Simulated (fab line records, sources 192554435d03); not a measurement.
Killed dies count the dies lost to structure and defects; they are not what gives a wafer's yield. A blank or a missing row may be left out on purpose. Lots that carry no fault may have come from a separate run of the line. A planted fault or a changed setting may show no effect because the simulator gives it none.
Matching of chambers	flow n5-finfet	N5_FIN_SAQP_ETCH_65 on rie-si-03: 4 sister chambers
The step etches SiO2 in CF4, target depth 4 nm, time 4.4 s. 8 wafers are shown with their chamber, then 12 later ones without.

WAFERS PAIRED WITH THEIR CHAMBERS
wafer	chamber	drypump-motor-current-A (A)	oes-product-au (a.u.)
L078.2	1	5.16	0.997
L078.6	3	5.10	0.962
L080.1	3	5.11	0.974
L080.3	1	5.16	1.002
L087.1	0	5.95	0.976
L090.1	2	5.48	0.987
L090.2	0	5.98	0.977
L090.6	2	5.52	0.981

WAFERS WHOSE CHAMBER IS MISSING
wafer	drypump-motor-current-A (A)	oes-product-au (a.u.)
L091.1	5.17	0.992
L091.3	5.08	0.976
L091.5	5.10	0.981
L092.1	5.12	0.993
L092.2	5.12	0.976
L092.6	5.53	0.991
L094.1	5.18	0.987
L094.5	5.97	0.958
L094.6	5.15	0.990
L097.1	5.18	1.000
L097.3	5.16	0.965
L097.5	5.97	0.974

EACH ONE'S CHAMBER
wafer	from the rows above	in truth
L091.1	1	1
L091.3	3	3
L091.5	3	3
L092.1	1	1
L092.2	3	3
L092.6	2	2
L094.1	1	1
L094.5	0	0
L094.6	1	1
L097.1	1	1
L097.3	3	3
L097.5	0	0
Correctly placed: 12 of 12. Can't be placed from these rows: 0. 0 placed wrongly.
How it was worked out, from the rows above alone: a wafer's distance from a chamber is the root of the sum, over the readings, of the square of ((its reading less the chamber's mean) divided by the reading's scatter). If the next closest chamber is less than 2 further off than the closest, the wafer can't be placed; otherwise it belongs to the closest. A chamber's mean is the mean of its shown wafers. How the scatter is found: for the shown wafers, subtract from each reading the mean of its chamber, square and add these, divide the total by (wafers less chambers), then take the root.
